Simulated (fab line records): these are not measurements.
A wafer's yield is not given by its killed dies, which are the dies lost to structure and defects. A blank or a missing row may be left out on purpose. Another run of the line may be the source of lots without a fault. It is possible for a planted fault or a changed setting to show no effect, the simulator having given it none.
fab line records	flow n5-finfet
record lots=5	wafers=15	last-day=16
route steps=1938 shown BEOL_M5@1172 BEOL_M6@1194 PASSIVATION@1936
lots that met no fault: from a run of the same line without faults
start-h: hours from the record's first day to the start of the lot's first wafer shown	wait-h: hours from the lot's prior step to this one	" as in the row above	L1.1+2: one row covering several wafers at once	- no value present, or no start provided	* or withheld: withheld	< > ~ a bound
route shown NAME@n: NAME is a module with steps in the file, n the number in the route of the first one	usual: mean/standard deviation taken from wafers without a fault	same: alike in all rows	chamber/n: place in a boat	sites: the reading at each site	_std_site: the values' standard deviation	_edge_site: inner sites' mean taken away from outer sites' mean	radius-mm: for every site, how far away it sits from the centre of the wafer	mask NAME#n: copy n	behind: tool/chamber where the wafer was last shaped	hold: why the lot was held/for how many hours/how that ended	device: the transistor (n, p or np) that didn't switch	end of line: the same wafers' tests at the end of the route	a step with no rows: only its recipe	killed: the dies lost at the first sort to structure and to defects; this is not the yield of the wafer	map: per-die view of a wafer (x killed, . not killed, _ where there is no die)
set.NAME: the setting as run; set.NAME@STEP: as run at that earlier step	model.NAME: the simulator's own value behind a step, which no gauge read
lots at selected steps of the route; one table per step, one row per wafer
services: a tool's chamber out of use, with start hour (start-h, from the record's first day; less than 0 if before it), hours out, and reason
## steps
# step N5_BEOL_M5_ALD_86
# recipe material=TaN	target-thk-a=*	temp-c=275	ald-precursor-family=PDMAT	ald-co-reactant=NH3	pressure-torr=3	carrier-flow-sccm=1500	pulse-time-s=2	purge-time-s=3	co-reactant-purge-time-s=2	co-reactant-pulse-time-s=3	ald-cycles=30	precursor-vessel-temp-c=75	precursor-vessel-pressure-torr=26.25	precursor-vessel-carrier-sccm=1000
# step N5_BEOL_M5_SURFACE_TREAT_87
# recipe gas=Ar	time-s=*	ion-energy-ev=*	ion-current-ma-cm2=0.5	pressure-mtorr=*	ar-flow-sccm=30
# step N5_BEOL_M5_CVD_47
# recipe material=Co	target-thk-a=30	temp-c=withheld	precursor=CCTBA/H2	pressure-torr=30	time-s=216
# step N5_BEOL_M5_SPUTTER_48
# recipe material=Cu	target-thk-a=150	temp-c=-20	chamber-pressure-pa=0.07	power-w=withheld	time-s=27.62
# step N5_BEOL_M5_ANNEAL_49
# recipe temp-c=400	time-s=1800	ambient=vacuum
# step N5_BEOL_M5_SPUTTER_81
# recipe material=Cu	target-thk-a=150	temp-c=-20	chamber-pressure-pa=0.07	power-w=withheld	time-s=27.62
# step N5_BEOL_M5_ANNEAL_82
# recipe temp-c=400	time-s=1800	ambient=vacuum
# step N5_BEOL_M5_SPUTTER_83
# recipe material=Cu	target-thk-a=150	temp-c=-20	chamber-pressure-pa=0.07	power-w=withheld	time-s=27.62
# step N5_BEOL_M5_ANNEAL_84
# recipe temp-c=400	time-s=1800	ambient=vacuum
# step N5_BEOL_M5_SPUTTER_88
# recipe material=Cu	target-thk-a=150	temp-c=-20	chamber-pressure-pa=0.07	power-w=withheld	time-s=27.62
# step N5_BEOL_M5_ANNEAL_89
# recipe temp-c=400	time-s=1800	ambient=vacuum
# step N5_BEOL_M5_SPUTTER_90
# recipe material=Cu	target-thk-a=45	temp-c=-20	chamber-pressure-pa=0.07	power-w=withheld	time-s=8.29
# step N5_BEOL_M5_ECD_50
# recipe material=Cu	target-thk-a=3000
lot.wafer	tool	chamber	start-h	wait-h
L321.1+3+4	ecd-cu-01	0,0,1	199.56	0.1
L327.2+5+6	ecd-cu-01	1,1,0	244.87	0.1
L331.2+4+5	ecd-cu-01	1	249.64	0.1
L335.2+4+5	ecd-cu-01	1	284.49	0.1
L336.2+4+6	ecd-cu-01	0,1,1	289.39	0.1
# step N5_BEOL_M5_ANNEAL_51
# recipe temp-c=225	time-s=90	ambient=N2
# step N5_BEOL_M5_CMP_52
# recipe stop-on=SiCOH_lowk	t-overpolish-s=6.9	down-force-psi=1	platen-rpm=50	clearing-platen-down-force-psi=1.5	clearing-platen-rpm=50	post-cmp-clean=cu-alkaline	target-thk-nm=62	clearing-platen-pad-velocity-m-s=0.99484	pad-velocity-m-s=0.99484
# step N5_BEOL_M5_PRE_CLEAN_77
# recipe gas=NH3/H2	time-s=15	temp-c=*	rf-power-w=300
# step N5_BEOL_M5_CO_CAP_78
# recipe material=Co	target-thk-a=20	temp-c=200	precursor=CCTBA/H2	pressure-torr=30	time-s=102.1
# step N5_BEOL_M5_PRE_CLEAN_55
# recipe gas=NH3	time-s=15	temp-c=withheld	rf-power-w=300
# step N5_BEOL_M5_DEP_56
# recipe material=SiCN	target-thk-a=80	temp-c=withheld	precursor=3MS/NH3	pressure-torr=3	rf-w=202	time-s=14
# step N5_BEOL_M6_ILD_DEP_00
# recipe material=SiCOH_lowk	target-thk-a=1797.5	temp-c=300	precursor=DEMS/porogen	pressure-torr=5	rf-w=500	time-s=33.4
# step N5_BEOL_M6_CURE_74
# recipe temp-c=385	time-s=240	ambient=He/Ar	material=SiCOH_lowk
# step N5_BEOL_M6_PECVD_70
# recipe material=SiO2	target-thk-a=200	temp-c=400	precursor=TEOS/O2	pressure-torr=5.5	rf-w=450	teos-flow-sccm=53.8	gas=O2	flow-sccm=3000	time-s=22.7
# step N5_BEOL_M6_HM_DEP_02
# recipe material=TiN	target-thk-a=200	temp-c=25	chamber-pressure-pa=0.49996
# step N5_BEOL_M6_COAT_59
# recipe resist=SOC	temp-c=250	time-s=60	spin-rpm=1500	resist-thk-nm=100
# step N5_BEOL_M6_COAT_60
# recipe resist=SiARC	temp-c=220	time-s=60	spin-rpm=1500	resist-thk-nm=35
# step N5_BEOL_M6_COAT_05
# recipe resist=CAR-ArF	spin-rpm=1500	resist-thk-nm=90
# step N5_BEOL_M6_EBR_07
# recipe solvent=PGMEA	ebr-width-mm=1.5
# step N5_BEOL_M6_SOFTBAKE_06
# recipe temp-c=110	time-s=60	resist=CAR-ArF
# step N5_BEOL_M6_EXPOSE_08
# recipe mask-id=M6	na=1.35	source-shape=dipole	sigma-inner=0.817	sigma-outer=0.97	polarization=te	dose-mj=68.25
# step N5_BEOL_M6_PEB_09
# recipe peb-temp-c=withheld	peb-time-s=60	resist=CAR-ArF
# step N5_BEOL_M6_DEVELOP_10
# recipe develop-time-s=30	developer=TMAH	resist=CAR-ArF	rinse-liquid=diw	dry=air-spin	dev-temp-c=23
# step N5_BEOL_M6_DESCUM_16
# recipe chemistry=O2	time-s=7.9	source-power-w=50	bias-power-w=20	pressure-mtorr=20	rf-frequency-hz=2.712e+07	temp-c=40	resist=CAR-ArF	o2-flow-sccm=225
# step N5_BEOL_M6_ETCH_61
# recipe chemistry=CF4	target=SiARC	target-depth-a=455	mask-material=CAR-ArF	time-s=75.8	ion-energy-ev=80	pressure-mtorr=40	source-w=545	bias-w=36	Ar_flow_sccm=100	cf4-flow-sccm=100	ends=cleared
# step N5_BEOL_M6_ETCH_62
# recipe chemistry=N2/H2	target=SOC	target-depth-a=1100	overetch-a=220	mask-material=SiARC	temp-c=40	time-s=165	ion-energy-ev=200	pressure-mtorr=30	source-w=840	bias-w=150	n2-flow-sccm=200	h2-flow-sccm=200
# step N5_BEOL_M6_STRIP_68
# recipe chemistry=N2/H2	temp-c=40	n2-flow-sccm=200	h2-flow-sccm=200	rf-frequency-hz=6e+07
# step N5_PASSIVATION_PROBE_49
# usual defect-limited-yield=91.2/1.5	killed_at_M0_to_M3=33/9.6	killed_at_M4_up=14/5.6	killed-at-contacts=14/5.5	killed-at-front-end=40/13	killed-at-other=4/3	killed-dies=104/17	killed-on-rim=14/4.3	killed-open=68/13	killed-short=33/7.2	sort_bin_5_function=5.2/0.95	sort_bin_6_memory=3.3/0.62	sort_bin_8_speed=0.00/0.012	sort-n-pass=1076/17	sort-yield-pct=91.2/1.5
# same gross-dies=1180	killed-at-back-side=0	sort_bin_4_leakage[%]=0
lot.wafer	tool	chamber	start-h	wait-h	defect-limited-yield[%]	killed_at_M0_to_M3	killed_at_M4_up	killed-at-contacts	killed-at-front-end	killed-at-other	killed-dies	killed-on-rim	killed-open	killed-short	sort_bin_5_function[%]	sort_bin_6_memory[%]	sort_bin_8_speed[%]	sort-n-pass	sort-yield-pct[%]
L327.2	prober-02	-	337.09	0.1	89.7	28	28	13	41	11	121	12	71	44	5.7	4.2	0	1059	89.7
L327.5	prober-02	-	337.24	0.2	91.3	41	12	8	41	1	103	11	58	43	4.7	3.8	0	1077	91.3
L327.6	prober-02	-	337.29	0.3	88.7	42	17	10	60	4	133	19	89	38	6.9	3.3	0	1047	88.7
L331.2	prober-02	-	341.97	0.1	47.4	25	563	5	28	0	621	76	44	20	34.0	14.8	0	559	47.4
L331.4	prober-02	-	342.07	0.2	46.1	31	551	13	39	2	636	84	67	26	34.8	15.3	0	544	46.1
L331.5	prober-02	-	342.12	0.2	43.2	24	585	11	45	5	670	88	63	34	36.9	15.8	0	510	43.2
L335.2	prober-02	-	386.46	0.1	46.3	24	559	4	44	3	634	86	58	26	33.4	16.9	0	546	46.3
L335.4	prober-02	-	386.56	0.2	45.0	28	570	5	41	5	649	77	59	30	36.4	15.8	0	531	45.0
L335.5	prober-02	-	386.61	0.2	48.2	17	563	7	19	5	611	73	35	24	33.9	15.0	0	569	48.2
L336.2	prober-01	-	387.25	0.1	46.3	16	556	17	45	0	634	85	65	21	36.8	13.0	0	546	46.3
L336.4	prober-01	-	387.35	0.2	45.4	30	579	8	25	2	644	87	51	22	35.2	15.6	0	536	45.4
L336.6	prober-01	-	387.45	0.3	48.1	28	557	6	18	4	613	76	48	20	33.0	15.1	0	567	48.1
# killed by level:class
L327.2 BEOL_M4:geometric-particle:open=12 BEOL_M2:geometric-particle:open=11 MOL_CONTACT_COAG:geometric-particle:open=10 FIN_SAQP:geometric-particle:open=8 FIN_SAQP:geometric-particle:short=7 BEOL_M2:geometric-particle:short=6 BEOL_M8:geometric-particle:open=4 BEOL_M1:geometric-particle:open=4
L327.5 BEOL_M2:geometric-particle:open=12 FIN_SAQP:geometric-particle:short=11 BEOL_M0_SAQP:geometric-particle:short=9 GATE_CUT:geometric-particle:short=6 GATE_CUT:geometric-particle:open=6 MOL_CONTACT_COAG:geometric-particle:open=6 BEOL_M0_SAQP:geometric-particle:open=6 BEOL_M4:geometric-particle:open=6
L327.6 FIN_SAQP:geometric-particle:open=14 BEOL_M2:geometric-particle:open=12 BEOL_M4:geometric-particle:open=10 MOL_CONTACT_COAG:geometric-particle:open=9 BEOL_M0_SAQP:geometric-particle:short=8 GATE_CUT:geometric-particle:short=6 BEOL_M0_SAQP:geometric-particle:open=6 STARTING-WAFER:geometric-particle:open=6
L331.2 BEOL_M5:unspecified=556 BEOL_M0_SAQP:geometric-particle:open=11 FIN_SAQP:geometric-particle:open=10 FIN_SAQP:geometric-particle:short=6 BEOL_M0_SAQP:geometric-particle:short=6 MOL_CONTACT_COAG:geometric-particle:open=5 BEOL_M1:geometric-particle:open=4 DUMMY_GATE:geometric-particle:open=3
L331.4 BEOL_M5:unspecified=542 DUMMY_GATE:geometric-particle:open=15 FIN_SAQP:geometric-particle:open=12 MOL_CONTACT_COAG:geometric-particle:open=12 BEOL_M0_SAQP:geometric-particle:short=8 FIN_SAQP:geometric-particle:short=7 BEOL_M0_SAQP:geometric-particle:open=7 BEOL_M1:geometric-particle:open=6
L331.5 BEOL_M5:unspecified=572 FIN_SAQP:geometric-particle:open=16 FIN_SAQP:geometric-particle:short=11 MOL_CONTACT_COAG:geometric-particle:open=10 BEOL_M0_SAQP:geometric-particle:open=6 BEOL_M4:geometric-particle:open=5 BEOL_M0_SAQP:geometric-particle:short=4 BEOL_M1:geometric-particle:short=4
L335.2 BEOL_M5:unspecified=548 STI_FIN_REVEAL:geometric-particle:open=13 BEOL_M2:geometric-particle:open=11 GATE_CUT:geometric-particle:short=7 FIN_SAQP:geometric-particle:short=6 BEOL_M4:geometric-particle:open=5 DUMMY_GATE:geometric-particle:open=4 FIN_SAQP:geometric-particle:open=3
L335.4 BEOL_M5:unspecified=558 FIN_SAQP:geometric-particle:open=12 BEOL_M4:geometric-particle:open=8 STI_FIN_REVEAL:geometric-particle:open=7 BEOL_M0_SAQP:geometric-particle:short=6 BEOL_M2:geometric-particle:open=6 MOL_CONTACT_COAG:geometric-particle:open=5 BEOL_M3:geometric-particle:open=5
L335.5 BEOL_M5:unspecified=551 GATE_CUT:geometric-particle:short=6 MOL_CONTACT_COAG:geometric-particle:open=6 FIN_SAQP:geometric-particle:short=4 BEOL_M0_SAQP:geometric-particle:open=4 BEOL_M4:geometric-particle:open=4 BEOL_M2:geometric-particle:open=3 BEOL_M3:geometric-particle:open=3
L336.2 BEOL_M5:unspecified=548 STI_FIN_REVEAL:geometric-particle:open=15 MOL_CONTACT_COAG:geometric-particle:open=13 BEOL_M3:geometric-particle:open=8 FIN_SAQP:geometric-particle:open=5 DUMMY_GATE:geometric-particle:open=5 FIN_SAQP:geometric-particle:short=4 MOL_CONTACT_COAG:geometric-particle:short=4
L336.4 BEOL_M5:unspecified=570 BEOL_M3:geometric-particle:open=7 FIN_SAQP:geometric-particle:open=6 BEOL_M0_SAQP:geometric-particle:short=5 BEOL_M1:geometric-particle:open=5 FIN_SAQP:geometric-particle:short=4 STI_FIN_REVEAL:geometric-particle:open=4 MOL_CONTACT_COAG:geometric-particle:short=4
L336.6 BEOL_M5:unspecified=544 BEOL_M0_SAQP:geometric-particle:short=8 BEOL_M0_SAQP:geometric-particle:open=6 STI_FIN_REVEAL:geometric-particle:open=5 BEOL_M4:geometric-particle:open=5 MOL_CONTACT_COAG:geometric-particle:short=3 MOL_CONTACT_COAG:geometric-particle:open=3 BEOL_M1:geometric-particle:open=3
# map L331.5 (x killed, . not)
_________________xx..x.xxx.xx________________
______________.x..xx.x.x..x....x_____________
___________x..xx.....xxxx...x..x...__________
__________.xx....xx.x..x....xxx..x.x_________
________x.xxx.xx....xxxx.xx....x.x..xx_______
_______.xxxxxx..xx.x.xx.x.....xx.xx.x..______
______.xxx.x..xxxx..xx.x..xxxx...xx..x.._____
_____x..xxxxx.x.xxxx.x..xx.xx..xxxx...x..____
____x.xx.x...xx....x.x.xxxx.xxxxx.xx.xxx.x___
___xxxx..x....xx.x.xxxx...xx.x..x.xxxxxx...__
___.xxx...x..x.xx.x..xxx....x...x.xxx.xx..x__
__xx.x.xxxx.x.x.xx.xxx.xx.xx.xx.xx...xx.xx.._
__..x.x....xxxxxx.xxxxx..xx.x..xx...x..x.xxx_
_x.xxxxx..x..xx.x.x..x.xxx...xxxx....x.xxxxxx
_xx.xx.x..x..x.xxxx.x.xx.x...xxxxxxx.x..xx.x.
_..x.xxxx.xx...x.x.xxxxxxxx.xxx..xxxx...x.xxx
_xx..x.x..x...x..x.x...xx..xxxx.x....xxxxxxx.
_..x.xxx.x.x.xxxxxxxx.x.x..xxx..x.xxxx.x..x.x
_x...x.xx.x.x.x..x..x.x.x.xxx..x...x..xxxx.x.
_..xxxx..xx.x...x....xx.xx..x..xxx.xx.x.xxx.x
_xx.x..xxx.xx.xxxxxx...x..xxxx.x..xx..xxx...x
__xxxxxxxx.xx.xx.xxxxxx.x..xxxxxx.x.xxxxx..x_
__x.x...xxx...x.xxxx.xxx..xxx.x..x.xxx.xx.x._
___xx..xxxx..x...xxxxxxxxx......xx.xx..x.xx__
___.xxx.xx...x...x.x.xxx.x.x.x.x..x.x.x.xxx__
____.xxx.x...xxxxxx..x..xxx.x.xxx...x..xxx___
_____x.x.xxxxxx.x...xxxx.x.xx..xxxx.xxxx.____
______...xxxxx.x.xxx.x...xx..xxxxx..xxxx_____
_______x..xxxxx.x....xxxxxx.x.xxxxxxxx.______
________xxx..xx.x..xx.xxxx.xx.x.x...xx_______
__________xxx..xx.x.x..x....x.xxx..x_________
___________xxxxx.x...xx....x..x.xxx__________
______________xxx..xx..xx..x.xxx_____________
_________________xxxx...xxx..________________
# map L335.4 (x killed, . not)
_________________xx.x.xxx.xx.________________
______________.x....xx....x..xxx_____________
___________.xx...xxx.x...xxx..x.x..__________
__________....x..xx.....xxx.x..x...x_________
________x...xx....xx..x......x..xxxxxx_______
_______..xx.xxx.x.x.xxx.x.xxx.xx.xx..xx______
______xxx..xxxxxx.x.x....x.xxx.xxxx..x.x_____
_____..xxxxxxxxxx.x.xx.xx.xxx.xxxxx...x..____
____x..xx.x.xx..xx.xx..xxxxx..xxx.xxx.x...___
___..xxx....x....x..xx.xxxxx.xx.xxx.xxx..xx__
___xx....x..xxxxx...xxx..xx..x.xx....x.x.xx__
__.xxxxx.xxx.xxxxx..xx......xx.....xx...x.xx_
__..x.x..xx.x.x.xxxxx..x..x....xx.x.xxxx.x.x_
_.xxx.xx.xxxx.......x...xx.xxxx.x.x...xxx...x
_x....xx.xxxx.x.xx......x.x.x.xx..x...x.xxxxx
_.x...xx..xx..xxx.....x.....xxxx.x.xx.x....xx
_x..x...xxxxxxxx.....xx..xx..x..xxxxxxxx.xx.x
_xx..x.xx.xx.x.x...x.xx.x.xxx.xx.x.xx.xx..xx.
_....xx..xx.x.xxxxxxxx...x.xx.xx.xxx.x....x..
_xx.xxx..x..xx....xxx.x.x...xxx..x..x...xx.xx
_.xxxxxxx.xx..xxxx..xxxxx.xx.xx.x.x..x..xxxxx
__.x.xxxx.x.x..xx..xxxxx.....xxxx..xx.xxxxxx_
__.xx.x.xxxx.xx.x..x.xxx.x..xxxxxx..x...xxx._
___..xxx.xxx.xx...xx..x.xxx.xx...xxx.xxxx..__
___.xx..xx.xxx..xx.xx...x.x.x.xxxxx.xxxx..x__
____.x..x..xx.x.xx.xx.xxxxxx.xx.xxxxx.x..x___
_____xxxx.xx..x..x.....xx..x.xxx.x..xx...____
______....x.xxxxxxx.xxx.xx....xxxx.xx..x_____
_______xxxx....xxxx.xxxx.xxxx.xxxxxxxxx______
________x.x.x......x...xxxx...xxx.xx.._______
__________..x.xxxx..x.xx.xxxxxxxx..._________
___________.x....xxxxxx..x.x..xxx.x__________
______________....xx.x...x..xxx._____________
_________________...xx.xxx..x________________
## services
tool	chamber	start-h	hours	kind
ecd-cu-01	-	180.86	5.7	pm
## key
first-sign step=N5_PASSIVATION_PROBE_49	reading=killed_at_M4_up	direction=up	sigmas=98	usual=14	struck=565
effect step=N5_PASSIVATION_PROBE_49	reading=killed-dies	direction=up	sigmas=31	usual=104	struck=635
more-kills-born-at N5_BEOL_M5_ECD_50@ecd-cu-01=4989
met-at N5_BEOL_M5_ECD_50
struck-wafers L331.2,L331.4,L331.5,L335.2,L335.4,L335.5,L336.2,L336.4,L336.6
onset-between 244.87 249.64
also-fits time
fault kind=chamber-particle-source	tool=ecd-cu-01	chamber=-	onset-h=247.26	steps=N5_BEOL_M5_ECD_50	rate-per-visit-cm2=1.2632	end-h=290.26
